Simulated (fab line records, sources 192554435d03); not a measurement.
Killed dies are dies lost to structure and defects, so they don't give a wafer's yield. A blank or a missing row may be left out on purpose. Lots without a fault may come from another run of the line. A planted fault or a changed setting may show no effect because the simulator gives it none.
Which tool did it? | flow n5_finfet | 11 lots, 32 wafers sampled, at 5 steps of a route of 1938

WHAT THE GAUGES READ, wafer by wafer
N5_STI_FIN_REVEAL_FIN_H_MEAS_10. Usual: trench_depth_nm 52.1 nm, standard deviation 0.79.
lot  | measured    | on     | trench_depth_nm (nm) | flag
L515 | day 2 19:30 | ocd-02 | 51.9 51.2 51.3       |
L517 | day 3 07:43 | ocd-02 | 51.3 50.2 52.1       |
L518 | day 3 13:20 | ocd-02 | 51.2 51.1 50.5       |
L519 | day 3 18:50 | ocd-02 | 52.0 51.4 50.5       |
L521 | day 4 09:14 | ocd-01 | 52.5 52.0 52.0       |
L525 | day 5 14:59 | ocd-02 | 53.2 53.1 53.2       |
L527 | day 5 20:16 | ocd-02 | 52.3 52.6 52.5       |
L528 | day 6 01:52 | ocd-02 | 52.1 51.5 50.4       |
L530 | day 6 12:52 | ocd-01 | 52.6 52.0            |
L532 | day 7 00:23 | ocd-01 | 51.8 53.2 52.6       |
L534 | day 7 14:42 | ocd-02 | 51.4 51.5 51.5       |

N5_BEOL_M4_RC_MEAS_101. Usual: DIBL_N 36.2 mV/V, standard deviation 2; DIBL_P 36.1 mV/V, standard deviation 2.4; IOFF_N 0.16 nA/um, standard deviation 0.035; IOFF_P 0.22 nA/um, standard deviation 0.041; ION_N 675 uA/um, standard deviation 14; ION_P 465 uA/um, standard deviation 8.6; SS_N 71.5 mV/dec, standard deviation 0.64; SS_P 73.2 mV/dec, standard deviation 0.76; VT_N 250 mV, standard deviation 3.9; VT_P -249 mV, standard deviation 3.4.
lot  | measured     | on        | DIBL_N (mV/V)  | DIBL_P (mV/V)  | IOFF_N (nA/um) | IOFF_P (nA/um) | ION_N (uA/um) | ION_P (uA/um) | SS_N (mV/dec)  | SS_P (mV/dec)  | VT_N (mV)   | VT_P (mV)      | flag
L515 | day 8 23:46  | prober-01 | 34.7 35.5 35.6 | 37.9 37.3 38.7 | 0.14 0.15 0.15 | 0.24 0.23 0.26 | 670 667 663   | 471 460 470   | 70.7 71.5 71.1 | 73.3 73.1 74.4 | 253 252 251 | -247 -249 -245 |
L517 | day 9 04:04  | prober-02 | 36.6 35.0 37.3 | 35.9 33.7 37.3 | 0.18 0.14 0.20 | 0.23 0.18 0.25 | 688 659 688   | 476 447 469   | 71.7 71.1 71.7 | 73.7 72.8 74.3 | 245 251 241 | -248 -252 -246 |
L518 | day 9 07:08  | prober-02 | 32.9 34.0 33.6 | 33.1 35.1 35.0 | 0.10 0.12 0.10 | 0.15 0.18 0.17 | 650 658 643   | 449 463 454   | 71.1 71.1 70.4 | 71.9 72.5 73.3 | 256 254 257 | -252 -250 -252 |
L519 | day 9 17:11  | prober-02 | 38.1 38.1 37.6 | 38.2 38.2 37.4 | 0.18 0.17 0.17 | 0.24 0.24 0.23 | 681 670 672   | 465 457 463   | 72.1 72.8 72.0 | 74.5 73.7 73.8 | 247 251 248 | -249 -247 -251 |
L521 | day 10 09:42 | prober-01 | 38.1 35.5 39.5 | 38.1 34.8 39.4 | 0.19 0.14 0.23 | 0.27 0.23 0.31 | 684 669 694   | 475 472 474   | 71.7 71.5 72.5 | 73.3 72.6 74.0 | 246 253 246 | -244 -249 -245 |
L525 | day 11 05:33 | prober-01 | 38.2 35.1 32.3 | 39.7 34.7 31.9 | 0.21 0.14 0.10 | 0.33 0.23 0.18 | 696 664 664   | 486 467 468   | 71.9 71.1 70.6 | 73.6 73.7 70.9 | 245 249 255 | -240 -247 -249 |
L527 | day 11 15:52 | prober-01 | 37.1 35.0 36.6 | 38.2 35.3 38.1 | 0.16 0.13 0.16 | 0.24 0.19 0.23 | 678 661 679   | 467 461 472   | 71.9 71.2 71.1 | 73.2 72.9 73.7 | 249 254 251 | -248 -249 -248 |
L528 | day 11 22:15 | prober-01 | 38.9 39.1 36.9 | 38.2 38.8 34.9 | 0.21 0.21 0.16 | 0.26 0.28 0.22 | 693 697 672   | 479 473 459   | 72.0 71.6 71.2 | 73.1 74.4 74.1 | 242 247 247 | -246 -244 -249 |
L530 | day 12 00:33 | prober-01 | 36.6 33.0      | 37.2 31.7      | 0.16 0.10      | 0.23 0.16      | 677 653       | 472 453       | 71.4 71.0      | 72.4 71.6      | 249 255     | -246 -251      |
L532 | day 12 08:16 | prober-01 | 37.2 36.1 37.1 | 38.9 38.3 38.6 | 0.16 0.16 0.17 | 0.20 0.20 0.21 | 670 680 685   | 458 470 465   | 71.8 71.5 72.0 | 73.8 73.7 73.9 | 249 249 251 | -255 -251 -250 |
L534 | day 13 09:20 | prober-02 | 38.8 36.6 33.3 | 35.0 34.5 30.0 | 0.19 0.15 0.10 | 0.21 0.21 0.16 | 685 670 654   | 461 461 456   | 71.5 71.7 70.7 | 73.3 73.6 71.6 | 249 250 254 | -251 -249 -252 |

WHICH TOOL RAN EACH LOT (tool, then ch and the chambers of the sampled wafers, then the start)
lot  | N5_STI_FIN_REVEAL_DENSIFY_30    | N5_STI_FIN_REVEAL_OXIDATION_33      | N5_DUMMY_GATE_COAT_35
L515 | rtp_anneal-01 ch 0, day 2 16:22 | plasma_asher-02 ch 0,1, day 2 19:19 | litho_track-04 ch 0, day 3 06:45
L517 | rtp_anneal-01 ch 0, day 3 04:04 | plasma_asher-01 ch 0,1, day 3 07:32 | litho_track-05 ch 0, day 3 16:04
L518 | rtp_anneal-01 ch 0, day 3 09:53 | plasma_asher-01 ch 0,1, day 3 13:08 | litho_track-04 ch 0, day 3 22:49
L519 | rtp_anneal-01 ch 0, day 3 15:30 | plasma_asher-01 ch 0, day 3 18:38   | litho_track-05 ch 0, day 4 03:38
L521 | rtp_anneal-02 ch 0, day 4 05:44 | plasma_asher-02 ch 0, day 4 08:58   | litho_track-04 ch 0, day 4 17:31
L525 | rtp_anneal-02 ch 0, day 5 11:49 | plasma_asher-02 ch 0,1, day 5 14:44 | litho_track-05 ch 0, day 5 23:43
L527 | rtp_anneal-01 ch 0, day 5 17:07 | plasma_asher-02 ch 0,1, day 5 20:05 | litho_track-03 ch 0, day 6 05:02
L528 | rtp_anneal-02 ch 0, day 5 22:35 | plasma_asher-02 ch 0,1, day 6 01:40 | litho_track-05 ch 0, day 6 11:32
L530 | rtp_anneal-02 ch 0, day 6 09:45 | plasma_asher-01 ch 0,1, day 6 12:41 | litho_track-04 ch 0, day 6 21:08
L532 | rtp_anneal-01 ch 0, day 6 21:13 | plasma_asher-02 ch 1, day 7 00:11   | litho_track-03 ch 0, day 7 09:27
L534 | rtp_anneal-02 ch 0, day 7 11:17 | plasma_asher-01 ch 0,1, day 7 14:30 | litho_track-03 ch 0, day 7 23:20
- N5_STI_FIN_REVEAL_DENSIFY_30
- N5_STI_FIN_REVEAL_OXIDATION_33: chemistry O2 PLASMA REMOTE, time 20 s.
- N5_DUMMY_GATE_COAT_35: time 60 s, resist thk 10 nm.

WHAT THE TOOLS THEMSELVES READ (means of the sampled wafers that have a number; where no wafer has one, the mark that the record gives instead)
N5_STI_FIN_REVEAL_DENSIFY_30. Usual: lamp_power_pct 11.53 %, standard deviation 0.053; lamp_zone_5_pct 11.535 %, standard deviation 0.018.
lot  | tool          | lamp_power_pct (%) | lamp_zone_5_pct (%) | flag
L515 | rtp_anneal-01 | 11.53              | 11.536              |
L517 | rtp_anneal-01 | 11.58              | 11.550              |
L518 | rtp_anneal-01 | 11.50              | 11.545              |
L519 | rtp_anneal-01 | 11.49              | 11.525              |
L521 | rtp_anneal-02 | 11.57              | 11.536              |
L525 | rtp_anneal-02 | 11.56              | 11.525              |
L527 | rtp_anneal-01 | 11.47              | 11.520              |
L528 | rtp_anneal-02 | 11.45              | 11.544              |
L530 | rtp_anneal-02 | 11.56              | 11.540              |
L532 | rtp_anneal-01 | 11.51              | 11.526              |
L534 | rtp_anneal-02 | 11.53              | 11.537              |

N5_STI_FIN_REVEAL_OXIDATION_33. Usual: drypump_motor_current_A 5.8 A, standard deviation 0.56; heater_power_w 157 W, standard deviation 11.
lot  | tool            | drypump_motor_current_A (A) | heater_power_w (W) | flag
L515 | plasma_asher-02 | 5.6                         | 147                |
L517 | plasma_asher-01 | 6.2                         | 165                |
L518 | plasma_asher-01 | 6.3                         | 171                |
L519 | plasma_asher-01 | 6.5                         | 174                |
L521 | plasma_asher-02 | 5.0                         | 155                |
L525 | plasma_asher-02 | 5.3                         | 151                |
L527 | plasma_asher-02 | 5.6                         | 148                |
L528 | plasma_asher-02 | 5.2                         | 152                |
L530 | plasma_asher-01 | 6.3                         | 164                |
L532 | plasma_asher-02 | 5.9                         | 143                |
L534 | plasma_asher-01 | 6.3                         | 168                |

N5_DUMMY_GATE_COAT_35. Usual: exhaust_pa 45.1 Pa, standard deviation 0.78; spin_speed_rpm 1500.0 rpm, standard deviation 0.99.
lot  | tool           | exhaust_pa (Pa) | spin_speed_rpm (rpm) | flag
L515 | litho_track-04 | 44.0            | 1500.0               |
L517 | litho_track-05 | 45.5            | 1500.5               |
L518 | litho_track-04 | 45.4            | 1499.9               |
L519 | litho_track-05 | 45.3            | 1500.5               |
L521 | litho_track-04 | 44.8            | 1498.8               |
L525 | litho_track-05 | 44.4            | 1824.4               | OFF
L527 | litho_track-03 | 45.8            | 1500.9               |
L528 | litho_track-05 | 44.8            | 1824.9               | OFF
L530 | litho_track-04 | 45.4            | 1501.3               |
L532 | litho_track-03 | 44.6            | 1498.9               |
L534 | litho_track-03 | 45.8            | 1499.4               |

THE ANSWER, worked out from the rows above alone
Rule: a lot is off if the mean of its wafers that have a number lies more than 3 standard deviations from the usual mean. A lot without any number at a reading at which 4 lots or more have one is off too. The other lots that the step has rows for count as sound. The gauges are gone through in route order, then the tools' own readings, and for those a lot's mean is taken as printed above. The first step at which some lot is off is used, and at that step the reading that is off furthest; a lot without a number counts as furthest.
Off: L525, L528, at N5_DUMMY_GATE_COAT_35 (spin_speed_rpm).
A tool fits if, at that step or a process step before it, it ran every lot that is off, and no sound lot after the first of them. One fits: litho_track-05 at N5_DUMMY_GATE_COAT_35. Its last sound lot is L519 (day 4 03:38), its first lot that is off L525 (day 5 23:43): a fault that began between those two fits.
The tool's own readings at N5_DUMMY_GATE_COAT_35 bear it out: on the lots that are off they differ by more than 5 times the standard deviation of the sound lots' means. spin_speed_rpm reads 1824.7 rpm there against 1500.0 rpm on the sound lots.

WHAT THE SIMULATOR HAD PUT IN
Process parameter drift: litho_track-05, from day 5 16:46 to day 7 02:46, at N5_DUMMY_GATE_COAT_35. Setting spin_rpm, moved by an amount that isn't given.
Lots struck among those shown: L525, L528. The rule above found the same.
